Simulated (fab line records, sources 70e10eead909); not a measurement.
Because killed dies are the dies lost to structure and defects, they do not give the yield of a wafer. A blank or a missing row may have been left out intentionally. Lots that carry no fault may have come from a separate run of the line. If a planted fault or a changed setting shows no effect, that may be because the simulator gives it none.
fab line records | flow nand-harc
[record] lots = 14 wafers = 42 last-day = 34
route steps=1302 shown P_GATE@209 P_CONTACT@230
lots with no fault: from the same line, run without faults
start-h: hours from the record's first day to the start of the lot's first wafer shown | wait-h: hours from the lot's prior step to this one | " identical to the entry in the row above | L1.1+2: several wafers, shown together as one row | - no value present, or no start provided | * or withheld: withheld | < > ~ a bound
route shown NAME@n: NAME is a module with steps in the file, n the number in the route of the first one | usual: average and standard deviation across the fault-free wafers | same: alike in all rows | chamber/n: place in a boat | sites: the reading at each site | _std_site: standard deviation of those values | _edge_site: inner sites' mean taken away from outer sites' mean | radius-mm: how far each site lies from the wafer's centre | mask NAME#n: copy n | behind: tool/chamber where the wafer was last shaped | hold: why the lot was held/for how many hours/how that ended | device: names the non-switching transistor (n, p or np) | end of line: the same wafers' tests at the end of the route | for a step that has no rows: nothing shown but its recipe | killed: not the wafer's yield, but the dies lost to structure and defects at the first sort | map: shows each die of a wafer: x if killed, . if not, _ if none is there
set.NAME: the setting that was run; set.NAME@STEP: the one run at that earlier step | model.NAME: the simulator's own value behind a step, which no gauge read
route steps across a sampled set of lots; one table per step, one row per wafer
services: from which hour (start-h, from the record's first day; less than 0 if before it) a tool's chamber was out of use, for how many hours, and why
[[steps]]
[step NHARC_P_GATE_DEGAS_109]
[recipe] temp-c = 300 time-s = 60
[usual] heater-power-w = 456/28
[same] time-s = 60
// columns lot.wafer tool chamber start-h wait-h heater-power-w
L751.1 pvd-sputter-03 - 110.85 0.1 443
L751.3 " - " " 449
L751.6 " - " " 446
L752.2 pvd-sputter-03 - 125.67 0.1 490
L752.1 " - " " 417
L752.5 " - " " 483
L753.3 pvd-sputter-02 - 130.62 0.1 456
L753.1 " - " " 524
L753.5 " - " " 471
L756.3 pvd-sputter-01 - 161.28 0.1 441
L756.5 " - " " 426
L756.6 " - " " 447
L758.1 pvd-sputter-01 - 182.46 0.1 430
L758.2 " - " " 465
L758.5 " - " " 446
L761.2 pvd-sputter-03 - 225.41 0.1 454
L761.6 " - " " 467
L761.5 " - " " 442
L764.3 pvd-sputter-01 - 262.79 0.1 428
L764.1 " - " " 513
L764.6 " - " " 442
L765.4 pvd-sputter-02 - 263.18 0.1 524
L765.6 " - " " 485
L765.5 " - " " 467
L767.3 pvd-sputter-02 - 273.27 0.1 425
L767.6 " - " " 438
L767.5 " - " " 488
L768.1 pvd-sputter-03 - 281.32 0.1 436
L768.2 " - " " 464
L768.5 " - " " 417
L771.2 pvd-sputter-03 - 315.66 0.1 419
L771.3 " - " " 468
L771.4 " - " " 454
L773.4 pvd-sputter-01 - 337.01 0.1 479
L773.1 " - " " 484
L773.6 " - " " 473
L772.1 pvd-sputter-03 - 337.20 0.1 441
L772.2 " - " " 434
L772.5 " - " " 454
L774.1 pvd-sputter-02 - 347.45 0.1 524
L774.3 " - " " 494
L774.5 " - " " 428
[step NHARC_P_GATE_RTA_82]
[recipe] temp-c = 450 time-s = 30
[usual] lamp-power-pct = 3.77/0.23 wafer_temp_C_max = 451.4/0.36
[same] time-s = 30
// columns lot.wafer tool chamber start-h wait-h lamp-power-pct wafer_temp_C_max
L751.1 rtp-anneal-01 0 111.61 - 3.56 451.5
L751.3 " 0 " " 3.56 451.9
L751.6 " 0 " " 3.56 451.4
L752.1 rtp-anneal-01 0 126.42 - 3.56 451.5
L752.2 " 0 " " 3.56 451.3
L752.5 " 0 " " 3.56 451.2
L753.1 rtp-anneal-01 0 131.36 - 3.56 451.1
L753.3 " 0 " " 3.56 451.0
L753.5 " 0 " " 3.55 451.2
L756.3 rtp-anneal-01 0 162.09 - 3.56 451.5
L756.5 " 0 " " 3.56 451.0
L756.6 " 0 " " 3.56 451.3
L758.1 rtp-anneal-02 0 183.22 - 4.01 451.4
L758.2 " 0 " " 4.01 451.5
L758.5 " 0 " " 4.01 451.3
L761.2 rtp-anneal-01 0 226.19 - 3.56 451.1
L761.5 " 0 " " 3.56 451.5
L761.6 " 0 " " 3.56 451.2
L764.1 rtp-anneal-01 0 263.54 - 3.56 451.1
L764.3 " 0 " " 3.56 451.2
L764.6 " 0 " " 3.56 451.4
L765.4 rtp-anneal-02 0 264.00 - 4.01 452.3
L765.5 " 0 " " 4.02 452.0
L765.6 " 0 " " 4.01 451.8
L767.3 rtp-anneal-02 0 274.08 - 4.01 451.1
L767.5 " 0 " " 4.02 451.0
L767.6 " 0 " " 4.01 450.5
L768.1 rtp-anneal-02 0 282.09 - 4.02 451.8
L768.2 " 0 " " 4.01 452.3
L768.5 " 0 " " 4.01 451.2
L771.2 rtp-anneal-01 0 316.67 - 3.57 451.4
L771.3 " 0 " " 3.56 450.5
L771.4 " 0 " " 3.56 451.5
L773.1 rtp-anneal-01 0 337.76 - 3.56 451.1
L773.4 " 0 " " 3.55 451.8
L773.6 " 0 " " 3.56 451.1
L772.1 rtp-anneal-02 0 338.00 - 4.01 451.8
L772.2 " 0 " " 4.01 451.5
L772.5 " 0 " " 4.01 451.6
L774.1 rtp-anneal-01 0 348.20 - 3.56 451.5
L774.3 " 0 " " 3.56 451.5
L774.5 " 0 " " 3.56 451.5
[step NHARC_P_CONTACT_PEB_10]
[recipe] peb-temp-c = 100 peb-time-s = 65
// columns lot.wafer tool chamber start-h wait-h
L751.1+3+6 litho-track-06 0 113.60 0.1
L752.1+2+5 litho-track-01 0 128.01 0.1
L753.1+3+5 litho-track-01 0 132.97 0.1
L756.3+5+6 litho-track-06 0 163.76 0.0
L758.1+2+5 litho-track-04 0 184.82 0.1
L761.2+5+6 litho-track-01 0 227.89 0.1
L764.1+3+6 litho-track-06 0 265.29 0.1
L765.4+5+6 litho-track-01 0 265.65 0.0
L767.3+5+6 litho-track-06 0 275.75 0.0
L768.1+2+5 litho-track-06 0 283.81 0.1
L771.2+3+4 litho-track-06 0 318.45 0.1
L773.1+4+6 litho-track-01 0 339.50 0.1
L772.1+2+5 litho-track-06 0 339.77 0.1
L774.1+3+5 litho-track-01 0 349.93 0.1
[step NHARC_P_CONTACT_CD_MEAS_12]
[recipe] target-cd-nm = 90 landing-energy-ev = 500
[usual] cd-nm = 90.3/0.64
// columns lot.wafer tool chamber start-h wait-h cd-nm
L751.1 cd-sem-01 0 113.68 - 89.6
L751.3 " 0 " " 90.3
L751.6 " 0 " " 89.8
L752.1 cd-sem-02 0 128.09 - 90.3
L752.2 " 0 " " 90.2
L752.5 " 0 " " 89.3
L753.1 cd-sem-02 0 133.05 - 90.3
L753.3 " 0 " " 90.5
L753.5 " 0 " " 89.1
L756.3 cd-sem-02 0 163.84 - 89.3
L756.5 " 0 " " 90.9
L756.6 " 0 " " 89.6
L758.1 cd-sem-01 0 184.90 - 90.1
L758.2 " 0 " " 90.6
L758.5 " 0 " " 89.6
L761.2 cd-sem-02 0 227.97 - 90.0
L761.5 " 0 " " 90.4
L761.6 " 0 " " 89.2
L764.1 cd-sem-02 0 265.37 - 90.2
L764.3 " 0 " " 89.3
L764.6 " 0 " " 90.4
L765.4 cd-sem-02 0 265.74 - 90.6
L765.5 " 0 " " 89.9
L765.6 " 0 " " 89.8
L767.3 cd-sem-02 0 275.84 - 90.0
L767.5 " 0 " " 90.7
L767.6 " 0 " " 91.9
L768.1 cd-sem-03 0 283.89 - 89.9
L768.2 " 0 " " 90.6
L768.5 " 0 " " 90.6
L771.2 cd-sem-01 0 318.53 - 104.9
L771.3 " 0 " " 105.4
L771.4 " 0 " " 106.5
L773.1 cd-sem-01 0 339.58 - 90.5
L773.4 " 0 " " 89.3
L773.6 " 0 " " 91.0
L772.1 cd-sem-02 0 339.85 - 110.4
L772.2 " 0 " " 110.4
L772.5 " 0 " " 109.6
L774.1 cd-sem-02 0 350.01 - 90.1
L774.3 " 0 " " 90.0
L774.5 " 0 " " 90.1
[step NHARC_P_CONTACT_ETCH_36]
[recipe] target-depth-a = 2600 over-etch-frac = 0.25 time-s = 406.25 ion-energy-ev = 200 n2-flow-sccm = 150 h2-flow-sccm = 150 ar-flow-sccm = 0 rf-w = 400 bias-w = 150 chemistry = N2/H2
[usual] drypump-motor-current-A = 5.6/0.35 mfc-ar-sccm = 0.002/0.0058 oes-product-au = 1.001/0.011 rf-vpp-V = 431.1/2.5 showerhead-plenum-p-Torr = 2.06/0.083 throttle-valve-pct = 14.171/0.0087
[same] time-s = 406.25
// columns lot.wafer tool chamber start-h wait-h drypump-motor-current-A mfc-ar-sccm oes-product-au rf-hours-counter-h rf-vpp-V showerhead-plenum-p-Torr throttle-valve-pct
L751.1 rie-diel-12 0 - - 5.8 0 0.983 0.3 431.3 2.08 14.178
L751.3 " 1 " " 5.7 0 1.006 0.4 426.3 1.91 14.189
L751.6 " 2 " " 5.6 0 1.004 - 428.8 1.98 14.165
L752.2 rie-diel-13 3 - - 6.0 0.020 1.000 3.4 431.1 2.08 14.163
L752.1 " 1 " " 4.9 0 1.017 3.4 432.0 2.17 14.175
L752.5 " 2 " " 5.9 0 1.005 - 426.4 1.91 14.158
L753.3 rie-diel-12 0 - - 5.7 0 0.996 0.8 431.5 2.08 14.171
L753.1 " 1 " " 5.7 0 1.013 0.9 426.8 1.91 14.174
L753.5 " 0 " " 5.7 0 1.001 - 429.5 2.08 14.153
L756.3 rie-diel-06 0 - - 5.2 0 1.004 1.1 434.9 2.15 14.173
L756.5 " 3 " " 5.9 0 0.995 - 433.2 2.12 14.158
L756.6 " 0 " " 5.2 0 1.014 - 434.0 2.15 14.175
L758.1 rie-diel-12 1 - - 5.7 0 1.015 2.1 426.0 1.91 14.180
L758.2 " 3 " " 5.8 0.010 0.989 2.3 430.8 2.01 14.159
L758.5 " 1 " " 5.7 0 1.021 - 427.1 1.91 14.176
L761.2 rie-diel-12 0 - - 5.8 0 1.011 2.9 431.9 2.08 14.162
L761.5 " 3 " " 5.8 0.010 1.003 - 428.8 2.00 14.178
L761.6 " 0 " " 5.8 0 1.009 - 432.0 2.08 14.175
L764.1 rie-diel-12 2 - - 5.6 0 1.012 3.8 429.0 1.97 14.170
L764.3 " 3 " " 5.8 0.010 0.992 4.0 429.9 2.00 14.170
L764.6 " 1 " " 5.7 0 1.010 - 427.2 1.91 14.188
L765.4 rie-diel-06 3 - - 5.8 0 0.980 8.3 433.3 2.12 14.167
L765.5 " 3 " " 5.8 0 0.976 - 433.0 2.12 14.167
L765.6 " 0 " " 5.2 0 1.008 - 433.4 2.15 14.188
L767.3 rie-diel-06 2 - - 5.6 0 1.003 9.1 433.9 2.10 14.161
L767.6 " 2 " " 5.6 0 1.006 - 433.5 2.10 14.183
L767.5 " 3 " " 5.8 0 0.985 - 434.9 2.12 14.173
L768.2 rie-diel-13 0 - - 4.9 0 1.007 2.5 430.1 2.05 14.175
L768.1 " 1 " " 4.9 0 1.005 2.4 433.7 2.17 14.163
L768.5 " 0 " " 4.9 0 1.000 - 431.1 2.05 14.182
L771.3 rie-diel-13 0 - - 4.9 0 1.008 3.9 431.6 2.05 14.190
L771.2 " 1 " " 4.9 0 1.017 3.8 434.4 2.17 14.178
L771.4 " 3 " " 6.0 0.020 0.997 4.0 432.3 2.08 14.163
L773.1 rie-diel-12 0 - - 5.7 0 0.994 1.5 431.5 2.08 14.170
L773.4 " 1 " " 5.7 0 0.995 1.3 426.1 1.91 14.167
L773.6 " 0 " " 5.7 0 0.988 - 431.3 2.08 14.159
L772.1 rie-diel-06 0 - - 5.2 0 0.987 0.4 433.2 2.15 14.177
L772.2 " 1 " " 5.7 0 0.992 0.3 430.2 2.06 14.170
L772.5 " 0 " " 5.2 0 0.998 - 433.9 2.15 14.186
L774.3 rie-diel-06 0 - - 5.2 0 0.993 0.8 432.3 2.15 14.153
L774.1 " 1 " " 5.7 0 1.010 0.8 432.2 2.06 14.152
L774.5 " 2 " " 5.5 0 1.007 - 432.6 2.10 14.169
[[services]]
// columns tool chamber start-h hours kind
rie-diel-12 - 91.40 9.0 pm
pvd-sputter-02 - 104.00 10.0 pm
pvd-sputter-01 - 113.05 27.2 repair
rie-diel-06 - 130.20 9.0 pm
litho-track-01 - 155.00 7.0 pm
pvd-sputter-03 - 161.20 8.2 repair
pvd-sputter-03 - 170.00 10.0 pm
litho-track-06 - 179.00 7.0 pm
pvd-sputter-02 - 180.23 7.5 repair
pvd-sputter-03 - 200.36 1.7 repair
rie-diel-06 0 207.25 4.2 repair
pvd-sputter-01 - 210.43 8.1 repair
pvd-sputter-01 - 226.00 10.0 pm
rie-diel-12 3 234.56 3.0 repair
rie-diel-12 2 242.02 10.6 repair
rie-diel-12 3 246.98 3.9 repair
rie-diel-06 0 259.36 6.0 repair
rie-diel-12 - 268.40 9.0 pm
rie-diel-06 - 307.33 9.0 pm
pvd-sputter-03 - 313.93 1.0 repair
rie-diel-06 1 317.35 10.1 repair
rie-diel-12 1 320.46 4.1 repair
litho-track-01 - 330.00 7.0 pm
pvd-sputter-03 - 348.00 10.0 pm
[[key]]
[first-sign] step = NHARC_P_CONTACT_CD_MEAS_12 reading = cd-nm direction = up sigmas = 27 usual = 90.3 struck = 107.8 through = control-loop
effect none on later readings
met-at NHARC_P_CONTACT_PEB_10
struck-lots L771,L772
rows-end L771.2,L771.3,L771.4
later-rows-left-out L772.1,L772.2,L772.5
sort-left-out L772.1,L772.2,L772.5
tester-left-out L772
[loop-trim] step = NHARC_P_CONTACT_EXPOSE_09 setting = dose lots = L771
not-acting-at NHARC_P_GATE_DEGAS_109,NHARC_P_GATE_RTA_82,NHARC_P_CONTACT_ETCH_36
onset-between 283.81 318.45
[fault] kind = process-parameter-drift tool = litho-track-06 chamber = - onset-h = 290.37 steps = NHARC_P_CONTACT_PEB_10 channel = peb-time-s offset = * shape = step acts-in = * stated = *
// tester-left-out: of these lots the tester's yield and bins aren't shown, on N5 and GAA mostly nor the transistor test; their killed dies are dies lost to structure and defects alone, not to doping, threshold or leakage, so they don't give the yield
// sort-left-out: the simulated sort isn't trusted on such a fault, so these wafers' sort isn't shown, and their yield isn't known
// later-rows-left-out: the simulator's readings of these wafers behind a module that went badly wrong aren't trusted and aren't shown, but for the sort
// rows-end: these wafers met a further fault down the route, and their rows from its step on are left out
// loop-trim: a control loop set the setting to another value than it would have without faults
